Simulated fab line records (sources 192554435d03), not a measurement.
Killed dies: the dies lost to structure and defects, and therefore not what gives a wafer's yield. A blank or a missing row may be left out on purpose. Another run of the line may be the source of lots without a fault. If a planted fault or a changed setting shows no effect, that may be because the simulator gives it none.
Struck lot and sound lot, side by side / flow n5_finfet / 40 steps out of a route of 1938
Sound: the wafers L852.2, L852.4, L852.5. Struck: wafer L864.3 (left out: L864.2, L864.5 of the same lot, which were not struck); the cause appears at the end.
Per side, at each step with rows, come the tool, then ch with its chambers, and then its first start. Under that, the readings that differ: sound wafers / struck wafers / difference of the means / sigmas: that difference in standard deviations of wafers without a fault.
alike: readings with means less than 2 such deviations apart, plus words and numbers identical on both sides. not compared: withheld readings, readings lacking a value on some wafer, bounds such as >300 that could conceal the same value, and numbers that have no deviation in the record and whose values overlap.
A row with sigmas, a row that says differs or no value, or rows on one side alone: a step with any of these is where the two part. Numbers that have no deviation but don't overlap get no sigmas and don't part them. A reading missing from all wafers of one side parts the sides only when that side holds two or more wafers.

first, 1 step without rows for these wafers: N5_BEOL_M0_DEGAS_112 (time 60 s).
N5_BEOL_M0_PRE_CLEAN_113: time 30 s.
  struck on pvd_sputter-02, day 10 02:50; sound on pvd_sputter-03, day 7 05:22
  alike: heater_power_w
then, 6 steps without rows for these wafers: N5_BEOL_M0_ALD_136 (deposits TaN, pulse time 2 s, purge time 3 s, co reactant purge time 2 s); N5_BEOL_M0_SURFACE_TREAT_137; N5_BEOL_M0_CVD_115 (deposits Co from CCTBA/H2, time 120 s); N5_BEOL_M0_SPUTTER_116 (material Cu, target thk 4 nm, time 7.37 s); N5_BEOL_M0_ANNEAL_117 (time 60 s); N5_BEOL_M0_SPUTTER_132 (material Cu, target thk 4 nm, time 7.37 s).
N5_BEOL_M0_ANNEAL_133: time 60 s.
  struck on pvd_sputter-01, day 10 03:35; sound on pvd_sputter-03, day 7 07:35
  alike: heater_power_w
then, 1 step without rows for these wafers: N5_BEOL_M0_SPUTTER_134 (material Cu, target thk 4 nm, time 7.37 s).
N5_BEOL_M0_ANNEAL_135: time 60 s.
  struck on pvd_sputter-01, day 10 03:43; sound on pvd_sputter-03, day 7 07:42
  alike: heater_power_w
then, 1 step without rows for these wafers: N5_BEOL_M0_SPUTTER_141 (material Cu, target thk 4 nm, time 7.37 s).
N5_BEOL_M0_ECD_118: material Cu, target thk 300 nm.
  sound on ecd_cu-01 ch 0,1, day 7 07:52; struck on ecd_cu-02 ch 0,1, day 10 03:52
then, 5 steps without rows for these wafers: N5_BEOL_M0_ANNEAL_119 (time 90 s); N5_BEOL_M0_CMP_120 (polishes, stops on SiOC, t overpolish 6.9 s); N5_BEOL_M0_PRE_CLEAN_131 (time 15 s); N5_BEOL_M0_CO_CAP_123 (material Co, precursor CCTBA/H2, target thk 2 nm, time 102.1 s); N5_BEOL_M0_PRE_CLEAN_124 (time 15 s).
N5_BEOL_M0_DEP_125: deposits SiCN from 3MS/NH3, target thk 8 nm, time 14 s.
  sound on pecvd-04 ch 1,2, day 7 08:43; struck on pecvd-01 ch 1, day 10 04:46
  alike: chamber_pressure_Torr, showerhead_plenum_p_Torr, showerhead_vpp_V, throttle_valve_pct
N5_BEOL_M0_RS_MEAS_126: uses a four-point probe to measure.
  struck on film_metro-01, day 10 04:51; sound on film_metro-01, day 7 08:47
  alike: M0_RS
then, 1 step without rows for these wafers: N5_BEOL_M1_ILD_DEP_00 (deposits SiOC from DEMS/O2, target thk 79 nm, time 15.3 s).
N5_BEOL_M1_THK_MEAS_01:
  struck on film_metro-01, day 10 04:59; sound on film_metro-01, day 7 08:55
  alike: M1_ILD_THK
then, 11 steps without rows for these wafers: N5_BEOL_M1_PECVD_72 (deposits SiO2 from TEOS/O2, target thk 16 nm, time 18 s); N5_BEOL_M1_HM_DEP_02 (deposits TiN, target thk 20 nm); N5_BEOL_M1_COAT_61 (time 60 s, resist thk 60 nm); N5_BEOL_M1_COAT_62 (time 60 s, resist thk 12 nm); N5_BEOL_M1_COAT_73 (time 60 s, resist thk 5 nm); N5_BEOL_M1_COAT_05 (resist thk 30 nm); N5_BEOL_M1_EBR_07; N5_BEOL_M1_SOFTBAKE_06 (time 60 s); N5_BEOL_M1_EXPOSE_08 (exposes mask M1); N5_BEOL_M1_PEB_09 (peb time 60 s); N5_BEOL_M1_DEVELOP_10 (develop time 30 s).
N5_BEOL_M1_CD_MEAS_11: the cd target is 17.05 nm.
  sound on cd_sem-02 ch 0, day 7 10:05; struck on cd_sem-02 ch 0, day 10 06:10
  alike: cd_nm
N5_BEOL_M1_OVL_MEAS_12:
  sound on overlay-02 ch 0, day 7 10:07; struck on overlay-01 ch 0, day 10 06:12
  alike: M1_OVL
N5_BEOL_M1_DESCUM_16: chemistry O2, time 7 s.
  sound on rie_diel-01 ch 0,1,3, day 7 10:12; struck on rie_diel-04 ch 1, day 10 06:20
  alike: drypump_motor_current_A, oes_product_au, rf_vpp_V, showerhead_plenum_p_Torr, throttle_valve_pct
  not compared: rf_hours_counter_h
then, 3 steps without rows for these wafers: N5_BEOL_M1_ETCH_74 (etches underlayer in N2/H2, target depth 6.5 nm, time 5.2 s); N5_BEOL_M1_ETCH_63 (etches SiARC in CF4, target depth 15.6 nm, time 26 s); N5_BEOL_M1_ETCH_64 (etches SOC in N2/H2, target depth 75 nm, overetch 15 nm, time 112.5 s).
-- the record jumps here: 7 days lie between the struck wafers' starts before and after (it left off in module BEOL_M1 and takes up again in module PASSIVATION, whose first step shown is number 1936 of the route) --
N5_PASSIVATION_PROBE_49:
  rows exist in the record for the struck wafers here (prober-02, day 17 10:08), but not for the sound ones

WHERE THEY PART
Only at N5_PASSIVATION_PROBE_49, as far as this record shows.

WHY: whatever the simulator had introduced
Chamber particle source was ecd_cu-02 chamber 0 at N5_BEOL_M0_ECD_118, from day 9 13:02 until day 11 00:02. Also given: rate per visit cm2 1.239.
